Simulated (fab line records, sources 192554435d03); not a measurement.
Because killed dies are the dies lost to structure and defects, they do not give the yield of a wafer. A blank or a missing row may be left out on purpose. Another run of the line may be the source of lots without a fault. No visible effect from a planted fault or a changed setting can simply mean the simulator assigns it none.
Split-lot trial / flow n5_finfet / 21 wafers read across 7 lots, on a route 1938 steps long

ABOUT THE SPLIT
At N5_BEOL_M15_COAT_04 (resist thk 800 nm), the setting spin_rpm was moved away from the recipe's 1704 rpm on 7 of the 21 wafers read, by -9.2% to +9.2%. All remaining wafers had this setting at the recipe value.

FROM THE SPLIT TO THE READING: what the file shows between them, 3 steps
- N5_BEOL_M15_EBR_06
- N5_BEOL_M15_SOFTBAKE_05: time 60 s
- N5_BEOL_M15_DESCUM_15: chemistry O2, time 7.9 s

THE READING
coat_of_BEOL_M15_COAT_04.thk_nm (the simulator's own value, which no gauge read), in nm, at N5_BEOL_M15_ETCH_59 (etches BARC in N2/H2, target depth 89 nm, overetch 26.7 nm, time 67.9 s). The file gives no usual value for it. The 14 wafers here that ran the recipe average 718.0 nm, standard deviation 3.4 nm.

wafer=L079.3; tool, chamber at the split=litho_track-01, 0; spin_rpm as run, rpm=1704; against the recipe=recipe; coat_of_BEOL_M15_COAT_04.thk_nm, nm=718.6; against lot-mates on the recipe=-
wafer=L079.4; tool, chamber at the split=litho_track-01, 0; spin_rpm as run, rpm=1704; against the recipe=recipe; coat_of_BEOL_M15_COAT_04.thk_nm, nm=726.2; against lot-mates on the recipe=-
wafer=L079.5; tool, chamber at the split=litho_track-01, 0; spin_rpm as run, rpm=1861; against the recipe=+9.2%; coat_of_BEOL_M15_COAT_04.thk_nm, nm=683.8; against lot-mates on the recipe=-38.6
wafer=L087.2; tool, chamber at the split=litho_track-05, 0; spin_rpm as run, rpm=1547; against the recipe=-9.2%; coat_of_BEOL_M15_COAT_04.thk_nm, nm=756.2; against lot-mates on the recipe=+41.2
wafer=L087.4; tool, chamber at the split=litho_track-05, 0; spin_rpm as run, rpm=1547; against the recipe=-9.2%; coat_of_BEOL_M15_COAT_04.thk_nm, nm=753.8; against lot-mates on the recipe=+38.8
wafer=L087.5; tool, chamber at the split=litho_track-05, 0; spin_rpm as run, rpm=1704; against the recipe=recipe; coat_of_BEOL_M15_COAT_04.thk_nm, nm=715; against lot-mates on the recipe=-
wafer=L089.2; tool, chamber at the split=litho_track-05, 0; spin_rpm as run, rpm=1599; against the recipe=-6.2%; coat_of_BEOL_M15_COAT_04.thk_nm, nm=746; against lot-mates on the recipe=+29.2
wafer=L089.5; tool, chamber at the split=litho_track-05, 0; spin_rpm as run, rpm=1704; against the recipe=recipe; coat_of_BEOL_M15_COAT_04.thk_nm, nm=716.8; against lot-mates on the recipe=-
wafer=L089.6; tool, chamber at the split=litho_track-05, 0; spin_rpm as run, rpm=1599; against the recipe=-6.2%; coat_of_BEOL_M15_COAT_04.thk_nm, nm=750.6; against lot-mates on the recipe=+33.8
wafer=L091.1; tool, chamber at the split=litho_track-01, 0; spin_rpm as run, rpm=1704; against the recipe=recipe; coat_of_BEOL_M15_COAT_04.thk_nm, nm=720.4; against lot-mates on the recipe=-
wafer=L091.4; tool, chamber at the split=litho_track-01, 0; spin_rpm as run, rpm=1704; against the recipe=recipe; coat_of_BEOL_M15_COAT_04.thk_nm, nm=719.2; against lot-mates on the recipe=-
wafer=L091.6; tool, chamber at the split=litho_track-01, 0; spin_rpm as run, rpm=1649; against the recipe=-3.2%; coat_of_BEOL_M15_COAT_04.thk_nm, nm=731.6; against lot-mates on the recipe=+11.8
wafer=L093.2; tool, chamber at the split=litho_track-05, 0; spin_rpm as run, rpm=1704; against the recipe=recipe; coat_of_BEOL_M15_COAT_04.thk_nm, nm=717.4; against lot-mates on the recipe=-
wafer=L093.5; tool, chamber at the split=litho_track-05, 0; spin_rpm as run, rpm=1704; against the recipe=recipe; coat_of_BEOL_M15_COAT_04.thk_nm, nm=716.4; against lot-mates on the recipe=-
wafer=L093.6; tool, chamber at the split=litho_track-05, 0; spin_rpm as run, rpm=1704; against the recipe=recipe; coat_of_BEOL_M15_COAT_04.thk_nm, nm=721.2; against lot-mates on the recipe=-
wafer=L094.3; tool, chamber at the split=litho_track-05, 0; spin_rpm as run, rpm=1704; against the recipe=recipe; coat_of_BEOL_M15_COAT_04.thk_nm, nm=715.4; against lot-mates on the recipe=-
wafer=L094.4; tool, chamber at the split=litho_track-05, 0; spin_rpm as run, rpm=1704; against the recipe=recipe; coat_of_BEOL_M15_COAT_04.thk_nm, nm=711.2; against lot-mates on the recipe=-
wafer=L094.5; tool, chamber at the split=litho_track-05, 0; spin_rpm as run, rpm=1704; against the recipe=recipe; coat_of_BEOL_M15_COAT_04.thk_nm, nm=716; against lot-mates on the recipe=-
wafer=L097.1; tool, chamber at the split=litho_track-05, 0; spin_rpm as run, rpm=1624; against the recipe=-4.7%; coat_of_BEOL_M15_COAT_04.thk_nm, nm=740.8; against lot-mates on the recipe=+21.6
wafer=L097.3; tool, chamber at the split=litho_track-05, 0; spin_rpm as run, rpm=1704; against the recipe=recipe; coat_of_BEOL_M15_COAT_04.thk_nm, nm=718.4; against lot-mates on the recipe=-
wafer=L097.5; tool, chamber at the split=litho_track-05, 0; spin_rpm as run, rpm=1704; against the recipe=recipe; coat_of_BEOL_M15_COAT_04.thk_nm, nm=720; against lot-mates on the recipe=-

FIT RESULTS
A straight line over all 21 wafers: coat_of_BEOL_M15_COAT_04.thk_nm changes by -4.13 nm for each +1% of spin_rpm; r = -0.98; the points scatter about the line by 3.5 nm.
The same after taking each lot's own level away (the mean of its wafers on the recipe; 21 wafers): -4.44 nm for each +1%; r = -0.99; scatter 2.5 nm.
On that fit, the largest move of spin_rpm shifts the reading by 41 nm.
The lots' own levels span 714.20 to 722.40 nm, that is 2.4 times the standard deviation above.
The two slopes agree, so the slope changes little with the lot-to-lot level.
Check: with one of the wafers moved furthest among these (+9.2%) left out of the fit, the line predicts -41.8 nm for it against its lot-mates. It came out at -38.6 nm against them.

FURTHER SPLITS ON THESE WAFERS
Note: prior to the reading, these wafers also went through further splits. Each is held against what the fit with the lots' levels taken away leaves over:
other split on the same wafers=N5_BEOL_M12_CMP_49 down_force_psi; wafers away from the commonest value=6; r with coat_of_BEOL_M15_COAT_04.thk_nm (lot level and that fit taken away)=+0.10
other split on the same wafers=N5_BEOL_M13_TRENCH_ETCH_34 time_s; wafers away from the commonest value=7; r with coat_of_BEOL_M15_COAT_04.thk_nm (lot level and that fit taken away)=+0.37
other split on the same wafers=N5_BEOL_M15_ILD_DEP_00 time_s; wafers away from the commonest value=10; r with coat_of_BEOL_M15_COAT_04.thk_nm (lot level and that fit taken away)=+0.13

THE WHOLE CHAIN: every reading that the file lists as answering this split, in the file's order
step=N5_BEOL_M15_COAT_04; what it does=resist thk 800 nm; reading=coat_of_BEOL_M15_COAT_04.thk_nm (the simulator's own value, which no gauge read); change (the file's fit)=-4.2 nm for each +1% of the setting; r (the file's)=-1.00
step=N5_BEOL_M15_ETCH_59; what it does=etches BARC in N2/H2, target depth 89 nm, overetch 26.7 nm, time 67.9 s; reading=coat_of_BEOL_M15_COAT_04.thk_nm (the simulator's own value, which no gauge read); change (the file's fit)=-4.4 nm for each +1% of the setting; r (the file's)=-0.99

FILE'S OWN FIT
coat_of_BEOL_M15_COAT_04.thk_nm changes by -4.4 nm for each +1% of spin_rpm, r = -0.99.
